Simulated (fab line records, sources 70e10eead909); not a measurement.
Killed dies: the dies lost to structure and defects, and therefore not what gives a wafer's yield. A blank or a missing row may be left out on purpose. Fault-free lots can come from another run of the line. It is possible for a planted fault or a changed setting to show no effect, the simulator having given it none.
Struck lot and sound lot, side by side :: flow nand harc :: 44 steps out of a route of 1302
Sound: these wafers, L483.2, L483.4, L483.5. Struck: wafer L493.3 (L493.1, L493.2, from the same lot, were not struck and are left out); the cause is given at the end.
Per side, at each step with rows, come the tool, then ch with its chambers, and then its first start. Under that, the readings that differ: sound wafers :: struck wafers :: difference of the means :: sigmas: that difference in standard deviations of wafers without a fault.
alike: words and numbers the same on both sides, and readings whose means are apart by under 2 such deviations; not compared: readings that were withheld, readings missing a value for some wafer, numbers with overlapping values and no deviation given by the record, and bounds like >300 which may hide the same value.
Wherever a step has rows on one side only, a row that says differs or no value, or a row with sigmas, the two part there. When numbers do not overlap yet have no deviation, they are printed without sigmas and do not part them. A reading missing from all wafers of one side parts the sides only when that side holds two or more wafers.

first, 4 steps without rows for these wafers: NHARC_P_GATE_EBR_22; NHARC_P_GATE_EXPOSE_23 (exposes mask P GATE, target cd 120 nm); NHARC_P_GATE_PEB_24 (peb time 65 s); NHARC_P_GATE_DEVELOP_25 (develop time 35 s).
NHARC_P_GATE_CD_MEAS_26: target cd 120 nm.
  sound on cd sem-03 ch 0, day 8 19:14; struck on cd sem-02 ch 0, day 13 00:14
  alike: cd nm
NHARC_P_GATE_OVL_MEAS_27:
  sound on overlay-02 at day 8 19:19; struck on overlay-02 at day 13 00:19
reading: overlay y nm (nm)
sound: 2.0 1.9 1.4
struck: 0.1
difference: -1.7
sigmas: -2
  alike: overlay x nm
NHARC_P_GATE_INSPECT_28:
  sound on defect inspect-02 at day 8 19:21; struck on defect inspect-01 at day 13 00:22
  alike: raw defect count
then, 2 steps without rows for these wafers: NHARC_P_GATE_DESCUM_31 (chemistry O2, time 3 s); NHARC_P_GATE_ETCH_104 (etches the open film in CF4/CHF3, target depth 60 nm).
NHARC_P_GATE_HM_OPEN_105: chemistry O2/COS, target depth 360 nm.
  sound: rie diel-01 ch 0,3; struck: rie diel-01 ch 2
reading: showerhead plenum p Torr (Torr)
sound: 2.99 3.31 3.31
struck: 2.92
difference: -0.28
sigmas: -2
  alike: drypump motor current A, oes product au, rf fwd power W, rf vpp V, throttle valve pct
  not compared: rf hours counter h
then, 2 steps without rows for these wafers: NHARC_P_GATE_STRIP_106 (strips in O2/COS); NHARC_P_GATE_ETCH_114 (etches the open film in CF4/O2, target depth 30 nm, overetch 3 nm, time 16.5 s).
NHARC_P_GATE_ETCH_32: etches the open film in HBr/Cl2, target depth 150 nm, time 100.1 s.
  sound on rie si-05 ch 0,2,3, day 8 19:54; struck on rie si-02 ch 1, day 13 00:53
  alike: drypump motor current A, oes product au, rf fwd power W, throttle valve pct
  not compared: rf hours counter h
then, 1 step without rows for these wafers: NHARC_P_GATE_STRIP_108 (strips in O2).
NHARC_P_GATE_CD_MEAS_33:
  sound on cd sem-03 at day 8 20:13; struck on cd sem-01 at day 13 01:15
  alike: cd nm
then, 5 steps without rows for these wafers: NHARC_P_GATE_STRIP_35 (strips in SPM, time 600 s); NHARC_P_GATE_PRECLEAN_73 (cleans in SC1); NHARC_P_GATE_SRD_74; NHARC_P_GATE_ALD_36 (deposits SiNx, target thk 20 nm, pulse time 60 s, ald cycles 223); NHARC_P_GATE_ETCHBACK_37 (etches the open film in CHF3/O2, target depth 34.5 nm, time 17.2 s).
NHARC_P_GATE_STRIP_101: strips in O2, time 20 s.
  sound on rie diel-06 ch 2,3, day 9 06:22; struck on rie diel-12 ch 3, day 13 11:29
  alike: drypump motor current A, oes product au, rf vpp V, showerhead plenum p Torr, throttle valve pct
  not compared: rf hours counter h
then, 12 steps without rows for these wafers: NHARC_P_GATE_PRECLEAN_97 (cleans in SPM, time 600 s); NHARC_P_GATE_SRD_98; NHARC_P_GATE_PRECLEAN_99 (cleans in SC1); NHARC_P_GATE_SRD_100; NHARC_P_GATE_DEHYDRATE_38 (time 120 s); NHARC_P_GATE_HMDS_39 (time 30 s); NHARC_P_GATE_COAT_40; NHARC_P_GATE_SOFTBAKE_41 (time 95 s); NHARC_P_GATE_EBR_42; NHARC_P_GATE_EXPOSE_43 (exposes mask P NSD, target cd 720 nm); NHARC_P_GATE_PEB_44 (peb time 85 s); NHARC_P_GATE_DEVELOP_45 (time 70 s).
NHARC_P_GATE_CD_MEAS_46: target cd 720 nm.
  sound on cd sem-03 ch 0, day 9 07:22; struck on cd sem-01 ch 0, day 13 12:25
  alike: cd nm
then, 1 step without rows for these wafers: NHARC_P_GATE_HARDBAKE_47 (time 80 s).
NHARC_P_GATE_DESCUM_48: chemistry O2, time 3 s.
  sound on rie diel-06 ch 0,1,3, day 9 07:32; struck on rie diel-01 ch 2, day 13 12:35
  alike: drypump motor current A, oes product au, rf vpp V, showerhead plenum p Torr, throttle valve pct
  not compared: rf hours counter h
then, 1 step without rows for these wafers: NHARC_P_GATE_IMPLANT_49.
NHARC_P_GATE_STRIP_111: strips in N2/H2, time 250 s.
  sound on plasma asher-01 ch 0,1, day 9 08:11; struck on plasma asher-01 ch 0, day 13 12:57
  alike: drypump motor current A, heater power w
  not compared: rf hours counter h
NHARC_P_GATE_STRIP_75: strips in O2.
  sound on plasma asher-01 ch 0,1, day 9 08:27; struck on plasma asher-01 ch 0, day 13 13:15
  alike: drypump motor current A, heater power w
  not compared: rf hours counter h
then, 3 steps without rows for these wafers: NHARC_P_GATE_STRIP_50 (strips in SPM, time 900 s); NHARC_P_GATE_DEHYDRATE_51 (time 120 s); NHARC_P_GATE_HMDS_52 (time 30 s).
NHARC_P_GATE_INSPECT_68:
  sound on defect inspect-02 at day 9 14:14; struck on defect inspect-01 at day 13 18:49
reading: raw defect count
sound: 92 199 151
struck: 985
difference: +838
sigmas: +14
-- the record jumps here: 19 days lie between the struck wafers' starts before and after (it left off in module P_GATE and takes up again in module END, whose first step shown is number 1302 of the route) --
NHARC_END_SORT_01:
  only the struck wafers appear in the record here, on prober-02 ch 0 at day 32 10:56; the sound ones have no rows

== WHERE THEY PART ==
First at NHARC_P_GATE_OVL_MEAS_27; last, within this record, at NHARC_END_SORT_01.

WHY: the cause the simulator had injected
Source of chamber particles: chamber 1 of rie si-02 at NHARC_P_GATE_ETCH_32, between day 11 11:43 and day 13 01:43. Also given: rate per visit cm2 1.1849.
